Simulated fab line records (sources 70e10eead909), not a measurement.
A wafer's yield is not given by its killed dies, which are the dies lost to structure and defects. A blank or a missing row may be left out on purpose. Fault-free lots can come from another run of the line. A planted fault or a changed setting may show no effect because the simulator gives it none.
The tool behind it: which one? / flow nand harc / Sampling: 13 lots, 39 wafers, 4 of 1302 route steps

WHAT EACH GAUGE READ, for each wafer
NHARC_A_ONON_D1_THK_MEAS_14: measures by ellipsometry. Usual: thk nm at 998 nm, with a standard deviation of 13.
lot=L533; measured=day 8 06:28; on=film metro-01; thk nm (nm)=999 999 998; flag=
lot=L534; measured=day 8 11:40; on=film metro-02; thk nm (nm)=995 994 994; flag=
lot=L536; measured=day 9 10:07; on=film metro-02; thk nm (nm)=986 984 984; flag=
lot=L537; measured=day 10 01:25; on=film metro-01; thk nm (nm)=998 999 998; flag=
lot=L540; measured=day 11 04:34; on=film metro-02; thk nm (nm)=991 993 991; flag=
lot=L539; measured=day 11 04:35; on=film metro-01; thk nm (nm)=1002 1001 1004; flag=
lot=L542; measured=day 12 09:47; on=film metro-01; thk nm (nm)=994 993 992; flag=
lot=L547; measured=day 14 07:20; on=film metro-02; thk nm (nm)=960 960 958; flag=
lot=L550; measured=day 15 12:13; on=film metro-01; thk nm (nm)=998 999 1000; flag=
lot=L551; measured=day 15 12:13; on=film metro-02; thk nm (nm)=999 999 999; flag=
lot=L552; measured=day 15 22:59; on=film metro-02; thk nm (nm)=567 568 1014; flag=OFF
lot=L553; measured=day 16 10:17; on=film metro-01; thk nm (nm)=1011 1008 1011; flag=
lot=L555; measured=day 17 09:42; on=film metro-01; thk nm (nm)=988 988 986; flag=

NHARC_A_ONON_D1_INSPECT_32. Usual: raw defect count at 66, with a standard deviation of 24.
lot=L533; measured=day 8 17:04; on=defect inspect-01; raw defect count=72 46 55; flag=
lot=L534; measured=day 8 22:15; on=defect inspect-02; raw defect count=34 47 64; flag=
lot=L536; measured=day 9 21:43; on=defect inspect-02; raw defect count=63 67 126; flag=
lot=L537; measured=day 10 14:22; on=defect inspect-01; raw defect count=64 84 88; flag=
lot=L540; measured=day 11 15:09; on=defect inspect-02; raw defect count=88 53 39; flag=
lot=L539; measured=day 11 15:17; on=defect inspect-01; raw defect count=89 67 112; flag=
lot=L542; measured=day 12 20:25; on=defect inspect-02; raw defect count=94 51 126; flag=
lot=L547; measured=day 14 18:00; on=defect inspect-02; raw defect count=48 26 86; flag=
lot=L550; measured=day 15 22:35; on=defect inspect-02; raw defect count=57 73 59; flag=
lot=L551; measured=day 15 22:37; on=defect inspect-01; raw defect count=78 64 61; flag=
lot=L552; measured=day 16 11:15; on=defect inspect-01; raw defect count=66 61 48; flag=
lot=L553; measured=day 16 21:23; on=defect inspect-02; raw defect count=104 119 117; flag=
lot=L555; measured=day 17 20:18; on=defect inspect-02; raw defect count=70 73 93; flag=

NHARC_END_SORT_01. Usual: killed at array 55, standard deviation 20; killed at other 1.1, standard deviation 1.2; killed at periphery 3.8, standard deviation 2.8; killed dies 60, standard deviation 19; killed open 3.4, standard deviation 1.9; killed short 2.2, standard deviation 1.5.
lot=L552; measured=day 32 07:53; on=prober-01; killed at array=670 669 58; killed at other=1 1 2; killed at periphery=6 7 8; killed dies=677 677 68; killed open=6 5 6; killed short=1 1 3; flag=OFF

WHICH TOOL RAN EACH LOT (tool, then ch and the chambers of the sampled wafers, then the start)
lot=L533; NHARC_A_ONON_D1_DEP_12=pecvd onon-04 ch 0, day 8 06:01
lot=L534; NHARC_A_ONON_D1_DEP_12=pecvd onon-04 ch 0, day 8 11:10
lot=L536; NHARC_A_ONON_D1_DEP_12=pecvd onon-02 ch 0, day 9 09:37
lot=L537; NHARC_A_ONON_D1_DEP_12=pecvd onon-02 ch 0, day 10 00:57
lot=L540; NHARC_A_ONON_D1_DEP_12=pecvd onon-02 ch 0, day 11 04:04
lot=L539; NHARC_A_ONON_D1_DEP_12=pecvd onon-04 ch 0, day 11 04:12
lot=L542; NHARC_A_ONON_D1_DEP_12=pecvd onon-02 ch 0, day 12 09:19
lot=L547; NHARC_A_ONON_D1_DEP_12=pecvd onon-01 ch 0, day 14 06:49
lot=L550; NHARC_A_ONON_D1_DEP_12=pecvd onon-01 ch 0, day 15 11:42
lot=L551; NHARC_A_ONON_D1_DEP_12=pecvd onon-04 ch 0, day 15 11:42
lot=L552; NHARC_A_ONON_D1_DEP_12=pecvd onon-02 ch 0, day 15 22:28
lot=L553; NHARC_A_ONON_D1_DEP_12=pecvd onon-04 ch 0, day 16 09:50
lot=L555; NHARC_A_ONON_D1_DEP_12=pecvd onon-04 ch 0, day 17 09:15
- NHARC_A_ONON_D1_DEP_12: target thk 1000 nm.

WHAT THE TOOLS THEMSELVES READ (means of the sampled wafers that have a number; where no wafer has one, the mark that the record gives instead)
The record holds no such reading with a usual standard deviation.

THE ANSWER, worked out from the rows above alone
Rule: take the mean of a lot's wafers that have a number; if it is more than 3 standard deviations from the usual mean, the lot is off. Also off: a lot with no number at a reading for which 4 or more lots have one. All remaining lots with rows at the step are treated as sound. Order of review: gauges by route order, followed by the tools' own readings, for which a lot's mean as printed above is used. At the first step where some lot is off, the reading lying furthest off is the one used; lots without a number count as furthest.
Off: L552, at NHARC_A_ONON_D1_THK_MEAS_14 (thk nm).
If a tool, at a process step before that reading, ran all the lots that are off and no sound lot after the first of them, it fits. The gauges at NHARC_A_ONON_D1_THK_MEAS_14 aren't tried: what is off there is off at NHARC_END_SORT_01 too, on other tools, and a gauge's error can't cause that. One candidate fits, namely pecvd onon-02 at NHARC_A_ONON_D1_DEP_12. A fault onset in the window from L542 (day 12 09:19, its last sound lot) to L552 (day 15 22:28, its first lot off) fits.

WHAT WAS PUT IN BY THE SIMULATOR
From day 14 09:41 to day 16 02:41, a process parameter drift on pecvd onon-02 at NHARC_A_ONON_D1_DEP_12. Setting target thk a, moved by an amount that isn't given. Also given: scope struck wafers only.
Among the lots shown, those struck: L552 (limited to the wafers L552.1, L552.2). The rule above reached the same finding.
